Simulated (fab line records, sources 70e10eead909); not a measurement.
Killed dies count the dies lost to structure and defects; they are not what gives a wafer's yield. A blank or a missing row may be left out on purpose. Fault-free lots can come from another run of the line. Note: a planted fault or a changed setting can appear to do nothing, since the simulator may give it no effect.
fab line records	flow nandHarc
record: lots: 6	wafers: 18	lastDay: 33
route steps=1302 shown P_M1@299 END@1302
lots with no fault: from the same line, run without faults
startH: hours from the record's opening day to when the first of the lot's shown wafers began	waitH: hours from the lot's prior step to this one	" repeats the value in the row above	L1.1+2: several wafers, shown together as one row	- no value present, or no start provided	* or withheld: withheld	< > ~ a bound
route shown NAME@n: NAME is a module with steps in the file, n the number in the route of the first one	usual: mean/standard deviation taken from wafers without a fault	same: alike in all rows	chamber/n: place in a boat	sites: the reading at each site	_std_site: how widely they spread, as a standard deviation	_edge_site: the outer-site mean with the inner-site mean subtracted	radiusMm: for every site, how far away it sits from the centre of the wafer	mask NAME#n: copy n	behind: the last tool/chamber to shape the wafer	hold: what put the lot on hold/how long, in hours/how the hold closed	device: which transistor (n, p or np) failed to switch	end of line: the route-end tests of the same wafers	a step without rows: its recipe alone	killed: dies that structure and defects cost at the first sort, which is not the same as the wafer's yield	map: the dies of a wafer, with x for killed, . for not killed, _ for no die there
set.NAME: the run value of the setting; set.NAME@STEP: its run value at that earlier step	model.NAME: the simulator's own value behind a step, which no gauge read
lots at some steps of the route; a table a step, a row a wafer
services: when a tool's chamber went out of use (startH, in hours from the record's first day, below 0 if earlier), for how many hours, and the reason
== steps ==
step: NHARC_P_M1_ETCH_35
recipe: targetDepthA: 400	overetchA: 120	timeS: 43.94	ionEnergyEv: 200	n2FlowSccm: 150	h2FlowSccm: 150	arFlowSccm: 0	rfW: 400	biasW: 150	chemistry: N2/H2
usual: drypumpMotorCurrentA: 5.8/0.45	mfcArSccm: 0.003/0.0071	oesProductAu: 0.997/0.0076	rfVppV: 429.7/1.7	showerheadPlenumPTorr: 2.02/0.053	throttleValvePct: 14.173/0.0089
lot.wafer	tool	chamber	startH	waitH	drypumpMotorCurrentA	mfcArSccm	oesProductAu	rfHoursCounterH	rfVppV	showerheadPlenumPTorr	throttleValvePct
L664.1	rieDiel-07	3	133.69	0.1	5.3	0	0.990	1	428.7	1.98	14.186
L664.4	"	1	"	"	6.5	0	0.999	1	430.5	2.02	14.169
L664.5	"	3	"	"	5.3	0	0.991	-	429.9	1.98	14.169
L674.3	rieDiel-07	3	228.54	0.1	5.3	0	0.992	7	429.2	1.98	14.179
L674.1	"	0	"	"	5.7	0	1.005	6	428.6	2.01	14.175
L674.5	"	2	"	"	5.4	0.006	0.996	-	430.2	2.06	14.180
L675.1	rieDiel-07	1	232.47	0.1	6.5	0	0.998	7	430.4	2.02	14.160
L675.6	"	2	"	"	5.4	0.006	1.001	-	430.7	2.06	14.196
L675.5	"	3	"	"	5.3	0	1.008	-	429.6	1.98	14.169
L676.2	rieDiel-07	3	246.02	0.1	5.3	0	0.999	8	428.1	1.98	14.178
L676.1	"	0	"	"	5.7	0	0.997	7	429.7	2.01	14.162
L676.5	"	3	"	"	5.3	0	1.004	-	428.9	1.98	14.165
L683.3	rieDiel-07	3	321.65	0.1	5.3	0	1.001	2	428.2	1.98	14.176
L683.1	"	0	"	"	5.7	0	1.009	1	429.9	2.00	14.187
L683.2	"	1	"	"	6.5	0	1.004	2	430.6	2.01	14.168
L687.3	rieDiel-09	1	357.48	0.1	6.2	0.025	1.005	3	432.2	2.08	14.181
L687.4	"	2	"	"	6.3	0	1.000	3	427.1	1.92	14.163
L687.6	"	2	"	"	6.3	0	0.994	-	426.7	1.92	14.168
step: NHARC_P_M1_ETCH_15
recipe: targetDepthA: 1825	timeS: 91.2	c4f8FlowSccm: withheld	arFlowSccm: 400	rfW: 600	biasW: 300	chemistry: C4F8/Ar
step: NHARC_P_M1_CD_MEAS_16
usual: cdNm: 130.1/0.59
lot.wafer	tool	chamber	startH	waitH	cdNm
L664.1	cdSem-01	-	133.90	-	130.6
L664.4	"	-	"	"	131.2
L664.5	"	-	"	"	131.3
L674.1	cdSem-01	-	228.74	-	130.5
L674.3	"	-	"	"	130.4
L674.5	"	-	"	"	129.3
L675.1	cdSem-01	-	232.67	-	129.6
L675.5	"	-	"	"	130.0
L675.6	"	-	"	"	130.9
L676.1	cdSem-02	-	246.23	-	131.4
L676.2	"	-	"	"	130.9
L676.5	"	-	"	"	130.4
L683.1	cdSem-03	-	321.87	-	130.9
L683.2	"	-	"	"	129.9
L683.3	"	-	"	"	131.4
L687.3	cdSem-02	-	357.71	-	130.1
L687.4	"	-	"	"	128.4
L687.6	"	-	"	"	129.9
step: NHARC_P_M1_STRIP_18
recipe: powerW: 1000	n2FlowSccm: 150	h2FlowSccm: 150	arFlowSccm: 0	biasW: 0	chemistry: N2/H2
usual: drypumpMotorCurrentA: 5.8/0.42	mfcArSccm: 0.006/0.011	oesProductAu: 0.999/0.0065	rfVppV: 90.6/0.92	showerheadPlenumPTorr: 2.02/0.081	throttleValvePct: 14.170/0.0091
lot.wafer	tool	chamber	startH	waitH	drypumpMotorCurrentA	mfcArSccm	oesProductAu	rfHoursCounterH	rfVppV	showerheadPlenumPTorr	throttleValvePct
L664.1	rieDiel-09	0	133.98	0.1	5.5	0	1.002	12	90.7	2.05	14.164
L664.4	"	1	"	"	6.3	0.025	1.004	13	90.2	2.09	14.165
L664.5	"	1	"	"	6.3	0.025	1.011	-	91.7	2.09	14.179
L674.1	rieDiel-01	3	228.87	0.1	6.5	0.013	0.998	8	92.1	1.98	14.175
L674.3	"	0	"	"	5.4	0.039	1.010	7	93.1	2.22	14.168
L674.5	"	2	"	"	5.8	0	1.002	-	91.1	2.18	14.167
L675.1	rieDiel-09	0	232.80	0.1	5.5	0	0.996	6	91.2	2.05	14.175
L675.6	"	2	"	"	6.3	0	0.998	-	90.3	1.93	14.172
L675.5	"	3	"	"	5.7	0	0.998	-	89.5	1.93	14.164
L676.2	rieDiel-09	3	246.33	0.1	5.7	0	1.000	7	91.0	1.93	14.180
L676.1	"	0	"	"	5.5	0	1.002	6	91.3	2.05	14.181
L676.5	"	3	"	"	5.7	0	0.989	-	89.3	1.93	14.163
L683.1	rieDiel-07	0	321.94	0.1	5.7	0	0.997	1	89.7	2.00	14.149
L683.3	"	1	"	"	6.5	0	0.990	2	91.3	2.01	14.167
L683.2	"	3	"	"	5.3	0	0.999	2	90.3	1.98	14.160
L687.3	rieDiel-01	0	357.81	0.1	5.3	0.039	1.011	47	91.8	2.20	14.162
L687.6	"	2	"	"	5.7	0	0.999	-	91.8	2.16	14.154
L687.4	"	0	"	"	5.3	0.039	0.996	-	91.0	2.20	14.160
step: NHARC_P_M1_ETCH_28
recipe: targetDepthA: 300	overEtchFrac: 0.3	timeS: 72.99	ionEnergyEv: 150	cf4FlowSccm: 50	n2FlowSccm: 100	arFlowSccm: 150	rfW: 300	biasW: 100	chemistry: CF4/N2
usual: drypumpMotorCurrentA: 5.8/0.41	mfcArSccm: 150.0/0.44	oesProductAu: 0.998/0.0072	rfVppV: 313.9/1.8	showerheadPlenumPTorr: 2.60/0.094	throttleValvePct: 19.795/0.0094
lot.wafer	tool	chamber	startH	waitH	drypumpMotorCurrentA	mfcArSccm	oesProductAu	rfHoursCounterH	rfVppV	showerheadPlenumPTorr	throttleValvePct
L664.1	rieDiel-09	3	-	-	5.7	151.0	0.995	11	312.2	2.50	19.800
L664.4	"	2	"	"	6.3	150.3	0.987	13	311.1	2.50	19.791
L664.5	"	0	"	"	5.5	150.0	0.994	-	313.7	2.64	19.796
L674.3	rieDiel-01	2	-	-	5.8	149.6	1.003	8	317.4	2.79	19.798
L674.1	"	0	"	"	5.4	149.6	1.008	7	315.5	2.83	19.791
L674.5	"	2	"	"	5.8	150.0	1.011	-	316.7	2.79	19.801
L675.1	rieDiel-09	3	-	-	5.7	149.3	0.986	6	311.6	2.50	19.782
L675.6	"	0	"	"	5.5	150.0	1.008	-	315.4	2.64	19.785
L675.5	"	1	"	"	6.2	149.1	0.998	-	315.6	2.68	19.787
L676.2	rieDiel-09	2	-	-	6.3	150.3	0.995	7	311.9	2.49	19.803
L676.1	"	3	"	"	5.7	149.8	0.997	7	310.9	2.50	19.806
L676.5	"	1	"	"	6.2	149.8	0.996	-	314.0	2.68	19.785
L683.2	rieDiel-07	3	-	-	5.3	150.0	0.988	2	313.4	2.55	19.809
L683.1	"	1	"	"	6.5	149.1	0.986	2	312.4	2.60	19.793
L683.3	"	2	"	"	5.4	149.7	0.993	2	314.5	2.65	19.779
L687.3	rieDiel-01	0	-	-	5.4	149.6	0.991	47	317.1	2.82	19.785
L687.6	"	2	"	"	5.8	150.7	0.989	-	316.8	2.77	19.783
L687.4	"	1	"	"	5.6	150.3	0.997	-	311.9	2.46	19.786
step: NHARC_P_M1_STRIP_19
recipe: timeS: 600	tempC: 30	chemistry: postEtchResidueRemover
step: NHARC_P_M1_DEGAS_29
recipe: tempC: 250	timeS: 60
step: NHARC_P_M1_PRE_CLEAN_30
recipe: timeS: 30	tempC: 280	gas: H2/He
usual: heaterPowerW: 389/20
lot.wafer	tool	chamber	startH	waitH	heaterPowerW
L664.1	pvdSputter-01	-	-	-	384
L664.4	"	-	"	"	372
L664.5	"	-	"	"	353
L674.1	pvdSputter-03	-	-	-	409
L674.3	"	-	"	"	408
L674.5	"	-	"	"	356
L675.1	pvdSputter-02	-	-	-	411
L675.6	"	-	"	"	409
L675.5	"	-	"	"	396
L676.2	pvdSputter-02	-	-	-	420
L676.1	"	-	"	"	386
L676.5	"	-	"	"	396
L683.1	pvdSputter-01	-	-	-	372
L683.2	"	-	"	"	404
L683.3	"	-	"	"	364
L687.3	pvdSputter-01	-	-	-	394
L687.4	"	-	"	"	414
L687.6	"	-	"	"	357
step: NHARC_P_M1_PVD_20
recipe: targetThkA: 50	biasV: 168.6	powerW: 15000	chamberPressurePa: 0.12	timeS: 8.06	substrateTempC: 50	material: TaN
usual: throttleValvePct: 29.8/0.75
lot.wafer	tool	chamber	startH	waitH	throttleValvePct
L664.1	pvdSputter-01	-	-	-	28.8
L664.4	"	-	"	"	29.5
L664.5	"	-	"	"	30.4
L674.1	pvdSputter-03	-	-	-	29.3
L674.3	"	-	"	"	30.9
L674.5	"	-	"	"	29.6
L675.1	pvdSputter-02	-	-	-	30.4
L675.5	"	-	"	"	29.9
L675.6	"	-	"	"	30.4
L676.1	pvdSputter-02	-	-	-	30.1
L676.2	"	-	"	"	29.6
L676.5	"	-	"	"	30.0
L683.3	pvdSputter-01	-	-	-	28.7
L683.2	"	-	"	"	28.8
L683.1	"	-	"	"	30.0
L687.3	pvdSputter-01	-	-	-	28.5
L687.4	"	-	"	"	29.9
L687.6	"	-	"	"	28.7
step: NHARC_P_M1_PVD_21
recipe: targetThkA: 300	chamberPressurePa: 5	powerW: 5000	substrateTempC: 30	timeS: 20.49	material: Cu
step: NHARC_P_M1_ECD_22
recipe: targetThkA: 4000	bathTempC: 25	material: Cu
step: NHARC_P_M1_ANNEAL_31
recipe: tempC: 225	timeS: 90
step: NHARC_P_M1_CMP_23
recipe: tOverpolishS: 20	targetThkNm: 157.82
usual: edgeZonePressureFrac: 1.000/0.0045	motorCurrentA: 11.7/1.6	slurryFlowMlMin: 150.0/0.44	tOverpolishS: 20/0	timeToEndpointS: 27.9/2.3
lot.wafer	tool	chamber	startH	waitH	edgeZonePressureFrac	motorCurrentA	slurryFlowMlMin	tOverpolishS	timeToEndpointS
L664.4	cmp-01	3	135.85	-	1.008	12.8	150.1	20	30.4
L664.1	"	1	"	"	1.007	9.8	148.7	20	29.9
L664.5	"	2	"	"	1.001	9.0	149.2	20	29.4
L674.3	cmp-02	2	230.54	-	-	-	-	-	-
L674.1	"	1	"	"	-	-	-	-	-
L674.5	"	2	"	"	-	-	-	-	-
L675.1	cmp-04	3	234.47	-	-	-	-	-	-
L675.5	"	3	"	"	-	-	-	-	-
L675.6	"	0	"	"	-	-	-	-	-
L676.1	cmp-02	2	248.16	-	0.989	13.7	150.3	20	29.9
L676.2	"	1	"	"	0.995	11.1	148.9	20	30.0
L676.5	"	2	"	"	0.995	13.9	149.9	20	31.0
L683.1	cmp-02	1	323.68	-	0.994	11.0	149.3	20	27.6
L683.3	"	3	"	"	1.005	10.4	149.8	20	25.5
L683.2	"	0	"	"	1.002	12.5	150.0	20	25.5
L687.4	cmp-02	0	359.62	-	0.994	12.4	149.7	20	24.4
L687.3	"	1	"	"	1.006	10.9	149.9	20	27.4
L687.6	"	2	"	"	1.001	14.0	150.3	20	27.4
step: NHARC_P_M1_THK_MEAS_24
recipe: thkMeasGauge: xrf
usual: thkNm: 157.9/1.3
lot.wafer	tool	chamber	startH	waitH	hold	thkNm
L664.1	filmMetro-01	-	136.13	-	-	158.8
L664.4	"	-	"	"	-	157.6
L664.5	"	-	"	"	-	159.5
L674.1	filmMetro-02	-	230.85	0.2	awaitDispo/0.2h/release	398.9
L674.3	"	-	"	"	awaitDispo/0.2h/release	407.0
L674.5	"	-	"	"	awaitDispo/0.2h/release	402.2
L674.1	filmMetro-02	-	231.02	0.2	-	400.6
L674.3	"	-	"	"	-	407.0
L674.5	"	-	"	"	-	401.7
L675.1	filmMetro-01	-	234.78	0.3	awaitDispo/0.2h/release	399.4
L675.5	"	-	"	"	awaitDispo/0.2h/release	393.2
L675.6	"	-	"	"	awaitDispo/0.2h/release	398.0
L675.1	filmMetro-01	-	234.95	0.2	-	396.5
L675.5	"	-	"	"	-	390.9
L675.6	"	-	"	"	-	400.0
L676.1	filmMetro-01	-	248.47	-	-	158.2
L676.2	"	-	"	"	-	158.3
L676.5	"	-	"	"	-	158.7
L683.1	filmMetro-01	-	323.99	-	-	159.4
L683.2	"	-	"	"	-	157.8
L683.3	"	-	"	"	-	157.0
L687.3	filmMetro-02	-	359.88	-	-	158.6
L687.4	"	-	"	"	-	157.5
L687.6	"	-	"	"	-	157.4
step: NHARC_END_SORT_01
recipe: tempC: 25
usual: defectLimitedYield: 90.7/3	killedAtArray: 58/20	killedAtOther: 0.9/1.4	killedAtPeriphery: 4/3.1	killedDies: 63/20	killedOpen: 3.3/1.8	killedShort: 2.4/1.5
same: grossDies: 677
lot.wafer	tool	chamber	startH	waitH	defectLimitedYield[%]	killedAtArray	killedAtOther	killedAtPeriphery	killedDies	killedOpen	killedShort
L664.1	prober-02	0	593.27	2.5	89.1	59	8	7	74	6	2
L664.4	prober-02	0	595.68	3.4	91.4	46	7	5	58	2	2
L664.5	prober-02	0	596.48	3.7	90.5	51	5	8	64	9	0
L676.1	prober-02	0	687.72	2.5	91.6	54	0	3	57	3	0
L676.2	prober-02	0	688.52	2.8	89.2	64	0	9	73	3	3
L676.5	prober-02	0	690.91	3.7	91.3	53	0	6	59	3	3
L687.3	prober-02	0	798.33	3.1	90.8	61	0	1	62	1	1
L687.4	prober-02	0	799.12	3.4	93.9	37	3	1	41	0	1
L687.6	prober-02	0	800.71	4.0	94.5	35	0	2	37	5	2
killed by level:class
L664.1 A_CHANNEL_HOLE_D1:chamberFilmFlake=38 THIN_TSV:chamberFilmFlake=8 A_STAIRCASE:chamberFilmFlake=6 A_CHANNEL_HOLE_D2:chamberFilmFlake=4 A_M0:geometricParticle:open=3 P_STI:chamberFilmFlake=3 P_GATE:chamberFilmFlake=2 P_M1:chamberFilmFlake=2
L664.4 A_CHANNEL_HOLE_D1:chamberFilmFlake=31 THIN_TSV:chamberFilmFlake=7 A_STAIRCASE:chamberFilmFlake=6 P_GATE:chamberFilmFlake=3 A_CHANNEL_HOLE_D2:chamberFilmFlake=3 A_CONTACT:chamberFilmFlake=2 P_M2:geometricParticle:open=1 A_SGD_CUT:geometricParticle:short=1
L664.5 A_CHANNEL_HOLE_D1:chamberFilmFlake=29 P_GATE:chamberFilmFlake=6 A_CHANNEL_HOLE_D2:chamberFilmFlake=5 A_STAIRCASE:chamberFilmFlake=5 THIN_TSV:chamberFilmFlake=5 A_CONTACT:geometricParticle:open=2 A_BLC:geometricParticle:open=2 P_GATE:geometricParticle:open=1
L676.1 A_CHANNEL_HOLE_D1:chamberFilmFlake=28 A_CHANNEL_HOLE_D2:chamberFilmFlake=15 A_STAIRCASE:chamberFilmFlake=3 A_WL_FILL:chamberFilmFlake=3 P_BONDPAD:chamberFilmFlake=2 P_M0:geometricParticle:open=1 A_ONON_D1:geometricParticle:open=1 A_M1:geometricParticle:open=1
L676.2 A_CHANNEL_HOLE_D1:chamberFilmFlake=36 A_CHANNEL_HOLE_D2:chamberFilmFlake=20 P_BONDPAD:chamberFilmFlake=8 A_CHANNEL_HOLE_D2:geometricParticle:open=2 P_CONTACT:geometricParticle:short=1 A_ONON_D1:geometricParticle:open=1 A_CHANNEL_FILL_D1:geometricParticle:short=1 A_SGD_CUT:geometricParticle:short=1
L676.5 A_CHANNEL_HOLE_D1:chamberFilmFlake=32 A_CHANNEL_HOLE_D2:chamberFilmFlake=12 P_BONDPAD:chamberFilmFlake=4 A_ONON_D2:geometricParticle:short=2 P_CONTACT:geometricParticle:open=1 A_SOURCE_PLATE:geometricParticle:open=1 A_ONON_D1:geometricParticle:open=1 A_WL_FILL:geometricParticle:short=1
L687.3 A_CHANNEL_HOLE_D2:chamberFilmFlake=39 A_CONTACT:chamberFilmFlake=10 A_SLIT:chamberFilmFlake=7 A_WL_FILL:chamberFilmFlake=2 A_CONTACT:geometricParticle:short=1 A_M1:geometricParticle:open=1 P_ZERO_WELL:chamberFilmFlake=1 A_DECK1_JOINT:chamberFilmFlake=1
L687.4 A_CHANNEL_HOLE_D2:chamberFilmFlake=15 A_SLIT:chamberFilmFlake=10 A_CONTACT:chamberFilmFlake=9 THIN_TSV:chamberFilmFlake=3 A_ONON_D2:geometricParticle:short=1 P_ZERO_WELL:chamberFilmFlake=1 A_CHANNEL_HOLE_D1:chamberFilmFlake=1 A_STAIRCASE:chamberFilmFlake=1
L687.6 A_CHANNEL_HOLE_D2:chamberFilmFlake=13 A_SLIT:chamberFilmFlake=9 A_CONTACT:chamberFilmFlake=6 P_M0:geometricParticle:open=2 A_CHANNEL_FILL_D1:geometricParticle:short=1 A_DECK1_JOINT:geometricParticle:open=1 A_CHANNEL_HOLE_D2:geometricParticle:open=1 A_WL_FILL:geometricParticle:short=1
== services ==
tool	chamber	startH	hours	kind
rieDiel-07	-	118.85	9.0	pm
cmp-02	-	134.94	4.0	pm
rieDiel-09	3	138.06	4.2	repair
rieDiel-09	0	141.37	12.5	repair
pvdSputter-01	-	142.74	2.1	repair
rieDiel-09	-	143.10	9.0	pm
rieDiel-07	3	143.46	9.5	repair
cmp-02	-	149.90	2.8	repair
rieDiel-01	2	156.75	1.6	repair
rieDiel-07	3	181.71	5.7	repair
rieDiel-07	0	185.11	5.9	repair
rieDiel-01	-	205.39	9.0	pm
cmp-02	-	212.29	1.2	repair
rieDiel-01	1	216.41	1.2	repair
pvdSputter-01	-	227.30	10.0	pm
cmp-02	-	232.94	4.0	pm
rieDiel-01	0	241.27	3.0	repair
pvdSputter-01	-	251.77	2.6	repair
rieDiel-07	-	275.61	1.0	repair
rieDiel-09	2	289.30	14.3	repair
rieDiel-07	-	295.85	9.0	pm
rieDiel-07	0	314.25	5.3	repair
rieDiel-09	1	319.28	1.5	repair
rieDiel-09	-	320.32	9.0	pm
== key ==
firstSign: step: NHARC_P_M1_CMP_23	reading: toolRecord	direction: missing
effect: step: NHARC_P_M1_THK_MEAS_24	reading: visit	direction: added
effect: step: NHARC_P_M1_THK_MEAS_24	reading: thkNm	direction: up	sigmas: 99+	usual: 157.9	struck: 399.8
metAt NHARC_P_M1_CMP_23
struckWafers L674.1,L674.3,L674.5,L675.1,L675.5,L675.6
scrappedBehind NHARC_P_M1_THK_MEAS_24 L674.1,L674.3,L674.5,L675.1,L675.5,L675.6
fault: kind: skippedStepWhole	tool: cmp-02,cmp-04	chamber: -	onsetH: 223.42	steps: NHARC_P_M1_CMP_23	scope: struckLotsOnly
